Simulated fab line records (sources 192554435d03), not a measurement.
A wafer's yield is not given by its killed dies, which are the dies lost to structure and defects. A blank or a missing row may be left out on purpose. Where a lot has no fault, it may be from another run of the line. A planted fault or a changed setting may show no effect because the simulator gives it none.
What tool caused it?	flow n5 finfet	21 lots with 63 wafers sampled at 6 steps, on a route of 1938 steps

## WHAT THE GAUGES SHOWED, per wafer
N5_BEOL_M0_SAQP_INSPECT_16: inspects for defects (brightfield).
lot	measured	on	raw defect count
L074	day 5 13:42	defect inspect-01	580 514 378
L076	day 6 00:44	defect inspect-02	704 589 879
L077	day 6 09:50	defect inspect-02	571 460 504
L078	day 6 11:23	defect inspect-01	487 345 468
L079	day 6 18:44	defect inspect-01	779 494 814
L080	day 7 01:56	defect inspect-01	518 594 558
L081	day 7 12:11	defect inspect-01	711 504 523
L082	day 7 13:49	defect inspect-02	558 598 658
L083	day 7 19:20	defect inspect-02	615 708 931
L084	day 8 06:37	defect inspect-01	1048 704 1056
L085	day 8 07:29	defect inspect-02	740 601 702
L086	day 8 12:55	defect inspect-01	628 1056 736
L087	day 8 15:41	defect inspect-02	355 514 551
L088	day 9 08:46	defect inspect-01	547 790 893
L089	day 9 10:36	defect inspect-01	460 403 520
L091	day 9 23:26	defect inspect-01	771 829 759
L090	day 10 01:23	defect inspect-02	268 402 548
L092	day 10 04:23	defect inspect-01	432 638 475
L093	day 10 08:38	defect inspect-02	672 608 733
L096	day 11 12:17	defect inspect-01	638 482 550
L097	day 11 15:37	defect inspect-01	455 631 735

N5_BEOL_M0_OCD_MEAS_108.
lot	measured	on	trench depth nm (nm)
L074	day 5 20:45	ocd-02	32.6 32.4 33.2
L076	day 6 09:21	ocd-01	32.8 32.5 32.2
L077	day 6 21:14	ocd-01	33.3 32.5 32.1
L078	day 6 21:55	ocd-01	32.9 32.4 32.8
L079	day 7 02:46	ocd-02	32.9 32.7 33.2
L080	day 7 14:39	ocd-02	32.0 33.1 33.4
L081	day 7 23:13	ocd-01	31.8 31.8 32.7
L082	day 7 23:25	ocd-02	32.6 32.1 32.9
L083	day 8 05:41	ocd-01	32.1 32.4 33.0
L084	day 8 19:15	ocd-01	32.4 33.9 32.4
L085	day 8 19:42	ocd-02	32.5 31.9 33.0
L086	day 8 19:53	ocd-01	32.9 32.4 32.1
L087	day 9 01:53	ocd-02	31.9 31.8 32.7
L088	day 9 18:23	ocd-02	31.6 31.6 32.7
L089	day 9 21:44	ocd-01	33.1 32.2 32.3
L091	day 10 14:19	ocd-02	32.1 32.5 33.6
L090	day 10 14:09	ocd-01	32.1 33.0 33.1
L092	day 10 14:20	ocd-01	31.4 33.4 31.7
L093	day 10 20:46	ocd-02	33.4 32.2 33.4
L096	day 11 20:26	ocd-01	32.3 32.2 31.9
L097	day 12 00:07	ocd-01	33.1 32.3 32.4

## WHAT TOOL EACH LOT RAN ON (gives the tool, then ch and the chambers of the sampled wafers, and finally the start)
lot	N5_BEOL_M0_SAQP_ETCH_84	N5_BEOL_M0_SAQP_MANDREL_ETCH_20	N5_BEOL_M0_CUTY_DESCUM_61	N5_BEOL_M0_ETCH_138
L074	rie diel-02 ch 0,3, day 5 14:07	rie si-04 ch 2,3, day 5 14:19	rie diel-03 ch 0,1,3, day 5 19:43	rie diel-03 ch 0,1,3, day 5 19:55
L076	rie diel-02 ch 1,3, day 6 00:51	rie si-02 ch 0,1,2, day 6 01:02	rie diel-06 ch 1,2,3, day 6 06:34	rie diel-06 ch 1,2,3, day 6 06:46
L077	rie diel-01 ch 0,1,2, day 6 09:59	rie si-04 ch 0,1, day 6 10:11	rie diel-06 ch 0,1,3, day 6 17:07	rie diel-06 ch 0,1,3, day 6 17:19
L078	rie diel-01 ch 0,3, day 6 11:30	rie si-03 ch 1,2, day 6 11:41	rie diel-05 ch 2,3, day 6 17:49	rie diel-05 ch 2,3, day 6 18:02
L079	rie diel-04 ch 0,2, day 6 18:53	rie si-02 ch 1,2, day 6 19:05	rie diel-03 ch 0,2,3, day 7 01:49	rie diel-03 ch 0,2,3, day 7 02:02
L080	rie diel-01 ch 1,2, day 7 02:16	rie si-04 ch 0,2,3, day 7 02:28	rie diel-05 ch 2,3, day 7 08:03	rie diel-05 ch 2,3, day 7 08:16
L081	rie diel-04 ch 0,1,3, day 7 12:18	rie si-04 ch 2,3, day 7 12:29	rie diel-03 ch 0,2,3, day 7 20:43	rie diel-03 ch 0,2,3, day 7 20:55
L082	rie diel-01 ch 1,2, day 7 14:09	rie si-04 ch 0,1, day 7 14:20	rie diel-03 ch 0,1,3, day 7 21:02	rie diel-03 ch 0,1,3, day 7 21:15
L083	rie diel-01 ch 0,3, day 7 19:43	rie si-04 ch 0,1,2, day 7 19:55	rie diel-03 ch 0,1,3, day 8 03:17	rie diel-03 ch 0,1,3, day 8 03:31
L084	rie diel-01 ch 1,2,3, day 8 06:46	rie si-02 ch 1,2,3, day 8 06:57	rie diel-03 ch 0,2,3, day 8 14:32	rie diel-03 ch 0,2,3, day 8 14:44
L085	rie diel-02 ch 0,1,2, day 8 07:37	rie si-04 ch 0,1,2, day 8 07:48	rie diel-03 ch 0,3, day 8 15:41	rie diel-03 ch 0,3, day 8 15:54
L086	rie diel-04 ch 0,1, day 8 13:02	rie si-03 ch 1,3, day 8 13:13	rie diel-06 ch 1,2,3, day 8 18:50	rie diel-06 ch 1,2,3, day 8 19:03
L087	rie diel-02 ch 1,2,3, day 8 15:49	rie si-02 ch 0,1,2, day 8 16:00	rie diel-05 ch 0,1,3, day 9 00:04	rie diel-05 ch 0,1,3, day 9 00:16
L088	rie diel-04 ch 0,1, day 9 08:53	rie si-02 ch 0,1, day 9 09:04	rie diel-03 ch 0,1,2, day 9 15:14	rie diel-03 ch 0,1,2, day 9 15:26
L089	rie diel-02 ch 1,2,3, day 9 10:43	rie si-03 ch 0,1,3, day 9 10:55	rie diel-05 ch 0,1,3, day 9 19:34	rie diel-05 ch 0,1,3, day 9 19:46
L091	rie diel-01 ch 0,1,3, day 10 00:01	rie si-03 ch 1,3, day 10 00:13	rie diel-03 ch 0,3, day 10 06:26	rie diel-03 ch 0,3, day 10 06:38
L090	rie diel-04 ch 0,1,3, day 10 01:34	rie si-04 ch 0,2,3, day 10 01:45	rie diel-03 ch 0,2, day 10 08:50	rie diel-03 ch 0,2, day 10 09:03
L092	rie diel-04 ch 1,3, day 10 04:33	rie si-04 ch 0,1,3, day 10 04:44	rie diel-06 ch 1,2,3, day 10 10:41	rie diel-06 ch 1,2,3, day 10 10:54
L093	rie diel-01 ch 0,1, day 10 08:46	rie si-02 ch 0,1,3, day 10 08:57	rie diel-06 ch 0,1,3, day 10 15:50	rie diel-06 ch 0,1,3, day 10 16:03
L096	rie diel-04 ch 0,1,3, day 11 12:25	rie si-02 ch 0,1,3, day 11 12:36	rie diel-06 ch 0,2,3, day 11 17:43	rie diel-06 ch 0,2,3, day 11 17:55
L097	rie diel-02 ch 0,1, day 11 15:44	rie si-02 ch 0,3, day 11 15:56	rie diel-03 ch 2,3, day 11 22:21	rie diel-03 ch 2,3, day 11 22:34
- N5_BEOL_M0_SAQP_ETCH_84: etches SOC in N2/H2, target depth 100 nm, overetch 20 nm, time 150 s.
- N5_BEOL_M0_SAQP_MANDREL_ETCH_20: etches a-Si in HBr/Cl2, stops on SiNx, target depth 60 nm, bt time 10 s, time 30 s.
- N5_BEOL_M0_CUTY_DESCUM_61: chemistry O2, time 7.9 s.
- N5_BEOL_M0_ETCH_138: etches SiCN in CH3F/O2, target depth 12 nm, time 31.6 s.

## AS READ BY THE TOOLS THEMSELVES (means over the sampled wafers that have a number; for cases with no such wafer, the mark the record gives instead)
N5_BEOL_M0_SAQP_ETCH_84.
lot	tool	drypump motor current A (A)	oes product au (a.u.)	rf fwd power W (W)	rf vpp V (V)	showerhead plenum p Torr (Torr)	throttle valve pct (%)
L074	rie diel-02	6.0	0.72	836.6	525.3	2.59	17.65
L076	rie diel-02	5.8	0.81	835.7	524.6	2.55	17.39
L077	rie diel-01	6.0	0.74	835.7	524.7	2.59	17.84
L078	rie diel-01	5.9	0.67	836.2	526.6	2.65	17.98
L079	rie diel-04	5.7	0.67	836.5	524.9	2.57	17.82
L080	rie diel-01	5.9	0.71	835.2	521.8	2.50	17.82
L081	rie diel-04	5.7	0.71	838.3	521.9	2.46	17.80
L082	rie diel-01	5.9	0.70	835.8	521.9	2.50	17.82
L083	rie diel-01	5.6	0.66	834.2	526.2	2.64	18.08
L084	rie diel-01	5.7	0.70	835.5	525.2	2.58	17.96
L085	rie diel-02	5.3	0.85	832.4	524.7	2.57	17.63
L086	rie diel-04	5.3	0.70	837.7	524.0	2.53	17.92
L087	rie diel-02	5.5	0.82	832.2	524.2	2.56	17.48
L088	rie diel-04	5.4	0.70	837.6	523.4	2.53	17.92
L089	rie diel-02	5.5	0.81	833.3	523.3	2.55	17.50
L091	rie diel-01	5.8	0.70	836.6	526.8	2.66	18.01
L090	rie diel-04	5.7	0.70	836.9	521.8	2.46	17.84
L092	rie diel-04	5.8	0.68	840.4	521.9	2.48	17.83
L093	rie diel-01	6.0	0.71	838.7	527.2	2.65	17.94
L096	rie diel-04	5.7	0.70	838.2	520.9	2.45	17.85
L097	rie diel-02	5.1	0.78	837.5	522.9	2.52	17.64

N5_BEOL_M0_SAQP_MANDREL_ETCH_20.
lot	tool	drypump motor current A (A)	he backside leak sccm (sccm)	mfc cl2 sccm (sccm)	oes product au (a.u.)	rf fwd power W (W)	throttle valve pct (%)
L074	rie si-04	6.0	2.76	80.07	0.757	796.0	35.5
L076	rie si-02	6.3	2.90	79.95	0.780	794.8	35.1
L077	rie si-04	6.0	2.94	80.17	0.777	796.5	35.7
L078	rie si-03	6.0	2.43	79.78	0.778	792.8	35.3
L079	rie si-02	6.5	2.67	79.75	0.768	795.7	35.3
L080	rie si-04	6.0	2.76	79.83	0.770	795.4	35.5
L081	rie si-04	6.1	2.69	79.96	0.782	795.8	35.3
L082	rie si-04	6.0	2.93	79.94	0.779	796.4	35.7
L083	rie si-04	6.1	2.96	79.83	0.781	797.6	35.6
L084	rie si-02	6.3	2.70	80.29	0.772	798.3	35.2
L085	rie si-04	6.1	2.76	79.85	0.779	797.6	35.5
L086	rie si-03	5.5	2.44	79.98	0.771	793.3	35.3
L087	rie si-02	6.3	2.76	80.06	0.785	797.3	35.1
L088	rie si-02	6.3	2.64	79.81	0.780	793.3	35.1
L089	rie si-03	5.7	2.42	79.95	0.773	794.1	35.5
L091	rie si-03	5.7	2.38	79.92	0.782	795.6	35.2
L090	rie si-04	6.0	2.80	79.77	0.773	795.9	35.4
L092	rie si-04	5.9	2.94	80.01	0.777	794.7	35.7
L093	rie si-02	6.1	2.80	79.94	0.784	795.5	35.1
L096	rie si-02	6.1	2.84	80.03	0.783	795.2	35.1
L097	rie si-02	5.8	2.92	79.87	0.783	796.5	35.0

N5_BEOL_M0_CUTY_DESCUM_61.
lot	tool	drypump motor current A (A)	oes product au (a.u.)	rf fwd power W (W)	rf vpp V (V)	showerhead plenum p Torr (Torr)	throttle valve pct (%)
L074	rie diel-03	5.5	0.72	49.40	242.3	2.06	20.61
L076	rie diel-06	5.4	0.77	49.35	242.5	2.06	20.56
L077	rie diel-06	5.5	0.73	49.43	242.1	2.05	20.72
L078	rie diel-05	6.0	0.73	49.59	243.3	2.09	20.68
L079	rie diel-03	5.6	0.80	49.38	243.5	2.10	20.42
L080	rie diel-05	5.7	0.71	49.66	243.7	2.08	20.78
L081	rie diel-03	5.6	0.79	49.26	243.1	2.10	20.41
L082	rie diel-03	5.5	0.72	49.47	242.3	2.05	20.63
L083	rie diel-03	5.5	0.72	49.38	242.0	2.05	20.64
L084	rie diel-03	5.6	0.78	49.19	243.8	2.10	20.43
L085	rie diel-03	5.4	0.71	49.41	241.9	2.05	20.47
L086	rie diel-06	5.4	0.75	49.70	243.2	2.06	20.60
L087	rie diel-05	6.1	0.78	49.59	241.7	2.04	20.52
L088	rie diel-03	5.7	0.77	49.37	244.3	2.09	20.63
L089	rie diel-05	6.1	0.77	49.64	242.7	2.04	20.53
L091	rie diel-03	5.6	0.71	49.18	241.9	2.01	20.57
L090	rie diel-03	5.8	0.83	49.05	243.4	2.14	20.42
L092	rie diel-06	5.4	0.86	49.58	243.4	2.05	20.49
L093	rie diel-06	5.5	0.90	49.42	242.5	2.04	20.51
L096	rie diel-06	5.4	0.87	49.22	242.5	2.07	20.42
L097	rie diel-03	5.6	0.80	49.36	244.3	2.16	20.35

N5_BEOL_M0_ETCH_138.
lot	tool	drypump motor current A (A)	etch rf on time s (s)	oes product au (a.u.)	rf fwd power W (W)	rf vpp V (V)	showerhead plenum p Torr (Torr)	throttle valve pct (%)
L074	rie diel-03	5.5	29.4	0.62	385.2	296.5	1.96	16.48
L076	rie diel-06	5.4	29.5	0.66	387.4	297.2	1.98	16.46
L077	rie diel-06	5.5	29.5	0.63	386.7	296.9	1.96	16.66
L078	rie diel-05	6.0	30.1	0.63	386.5	296.8	1.99	16.51
L079	rie diel-03	5.6	30.3	0.69	386.3	297.5	2.01	16.29
L080	rie diel-05	5.7	29.3	0.62	388.6	297.2	1.98	16.65
L081	rie diel-03	5.6	30.0	0.68	385.7	297.5	2.00	16.31
L082	rie diel-03	5.5	29.4	0.61	385.7	296.8	1.95	16.53
L083	rie diel-03	5.5	29.8	0.61	385.8	295.7	1.95	16.53
L084	rie diel-03	5.6	29.3	0.67	384.9	297.3	2.00	16.32
L085	rie diel-03	5.4	30.8	0.60	387.6	296.7	1.95	16.35
L086	rie diel-06	5.4	29.7	0.64	386.4	296.7	1.97	16.51
L087	rie diel-05	6.1	28.9	0.67	387.9	296.3	1.95	16.38
L088	rie diel-03	5.6	28.7	0.65	385.6	297.7	2.00	16.50
L089	rie diel-05	6.1	29.5	0.65	388.0	296.5	1.94	16.38
L091	rie diel-03	5.6	29.7	0.61	386.2	296.2	1.92	16.48
L090	rie diel-03	5.8	28.4	0.71	385.2	297.7	2.05	16.32
L092	rie diel-06	5.4	29.0	0.74	387.4	296.8	1.97	16.36
L093	rie diel-06	5.5	28.8	0.76	387.5	296.4	1.95	16.39
L096	rie diel-06	5.4	28.5	0.76	385.9	297.1	1.98	16.28
L097	rie diel-03	5.6	28.8	0.68	385.8	298.0	2.06	16.25

## THE ANSWER, worked out from the rows above alone
Rule: usual is defined by the lots themselves. The widest of any qualifying gaps counts: lots, ordered by their means at a reading, are off when they make up no more than a third of the lots, leave a main group of 4 or more, and stand apart from it by 3 or more times the standard deviation of that group's means. A main group is skipped when, at the precision printed for the reading in the tables above, its means are all equal. Also off: a lot with no number at a reading for which 4 or more lots have one. Any other lot the step has rows for is counted as sound. Order of review: gauges by route order, followed by the tools' own readings, for which a lot's mean as printed above is used. At the first step where some lot is off, the reading lying furthest off is the one used; lots without a number count as furthest.
None of the lots is off at any reading shown; this tells nothing.

## WHAT THE SIMULATOR HAD PUT IN
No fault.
